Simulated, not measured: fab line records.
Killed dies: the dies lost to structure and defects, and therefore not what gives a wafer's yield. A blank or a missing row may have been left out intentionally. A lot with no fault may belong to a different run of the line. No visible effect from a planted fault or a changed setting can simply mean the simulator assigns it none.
Matching of chambers / flow n5Finfet / aldSin-01 running N5_GATE_CUT_SAC_CAP_01: 4 sister chambers
The step material SiNx, target thk 24 nm, pulse time 1 s, ald cycles 480. 14 wafers are shown with their chamber, then 7 later ones without.

WAFERS PAIRED WITH THEIR CHAMBERS
wafer=L076.1; chamber=0; heaterPowerW (W)=945; heaterPowerOuterW (W)=584; precursorPulseHeightRel=0.994
wafer=L076.3; chamber=3; heaterPowerW (W)=791; heaterPowerOuterW (W)=512; precursorPulseHeightRel=0.978
wafer=L076.6; chamber=3; heaterPowerW (W)=777; heaterPowerOuterW (W)=512; precursorPulseHeightRel=0.995
wafer=L078.2; chamber=2; heaterPowerW (W)=1007; heaterPowerOuterW (W)=670; precursorPulseHeightRel=0.998
wafer=L078.4; chamber=0; heaterPowerW (W)=964; heaterPowerOuterW (W)=587; precursorPulseHeightRel=1.036
wafer=L078.5; chamber=0; heaterPowerW (W)=955; heaterPowerOuterW (W)=589; precursorPulseHeightRel=0.985
wafer=L080.2; chamber=3; heaterPowerW (W)=772; heaterPowerOuterW (W)=520; precursorPulseHeightRel=1.017
wafer=L080.4; chamber=0; heaterPowerW (W)=976; heaterPowerOuterW (W)=600; precursorPulseHeightRel=0.997
wafer=L080.5; chamber=2; heaterPowerW (W)=1002; heaterPowerOuterW (W)=668; precursorPulseHeightRel=1.015
wafer=L082.1; chamber=1; heaterPowerW (W)=825; heaterPowerOuterW (W)=518; precursorPulseHeightRel=1.007
wafer=L082.3; chamber=3; heaterPowerW (W)=786; heaterPowerOuterW (W)=507; precursorPulseHeightRel=0.972
wafer=L082.5; chamber=1; heaterPowerW (W)=839; heaterPowerOuterW (W)=500; precursorPulseHeightRel=0.989
wafer=L085.3; chamber=3; heaterPowerW (W)=789; heaterPowerOuterW (W)=498; precursorPulseHeightRel=1.047
wafer=L085.5; chamber=0; heaterPowerW (W)=959; heaterPowerOuterW (W)=597; precursorPulseHeightRel=1.009

SIGNATURES, as means of the wafers listed above
reading=heaterPowerW; chamber 0=959.80; chamber 1=832.00; chamber 2=1004.50; chamber 3=783.00; scatter within a chamber=9.48
reading=heaterPowerOuterW; chamber 0=591.40; chamber 1=509.00; chamber 2=669.00; chamber 3=509.80; scatter within a chamber=7.81
reading=precursorPulseHeightRel; chamber 0=1.00420; chamber 1=0.99800; chamber 2=1.00650; chamber 3=1.00180; scatter within a chamber=0.0237
Rule: a wafer's distance from a chamber is the root of the sum, over the readings, of the square of ((its reading less the chamber's mean) divided by the reading's scatter). The wafer belongs to the nearest chamber; if the next one is less than 2 further off, it can't be placed. How the scatter is found: for the shown wafers, subtract from each reading the mean of its chamber, square and add these, divide the total by (wafers less chambers), then take the root.

WAFERS WITH NO CHAMBER GIVEN
wafer=L085.6; heaterPowerW (W)=782; heaterPowerOuterW (W)=515; precursorPulseHeightRel=0.992
wafer=L086.1; heaterPowerW (W)=977; heaterPowerOuterW (W)=667; precursorPulseHeightRel=1.019
wafer=L086.3; heaterPowerW (W)=792; heaterPowerOuterW (W)=525; precursorPulseHeightRel=0.995
wafer=L086.4; heaterPowerW (W)=830; heaterPowerOuterW (W)=518; precursorPulseHeightRel=1.004
wafer=L091.3; heaterPowerW (W)=957; heaterPowerOuterW (W)=596; precursorPulseHeightRel=0.999
wafer=L091.4; heaterPowerW (W)=789; heaterPowerOuterW (W)=513; precursorPulseHeightRel=1.038
wafer=L091.6; heaterPowerW (W)=923; heaterPowerOuterW (W)=603; precursorPulseHeightRel=0.948

THE CHAMBER EACH PASSED THROUGH
wafer=L085.6; from the rows above=3; in truth=3
wafer=L086.1; from the rows above=2; in truth=2
wafer=L086.3; from the rows above=3; in truth=3
wafer=L086.4; from the rows above=1; in truth=1
wafer=L091.3; from the rows above=0; in truth=0
wafer=L091.4; from the rows above=3; in truth=3
wafer=L091.6; from the rows above=0; in truth=0
7 of 7 placed correctly. Number that these rows cannot place: 0. Placed wrongly: 0.
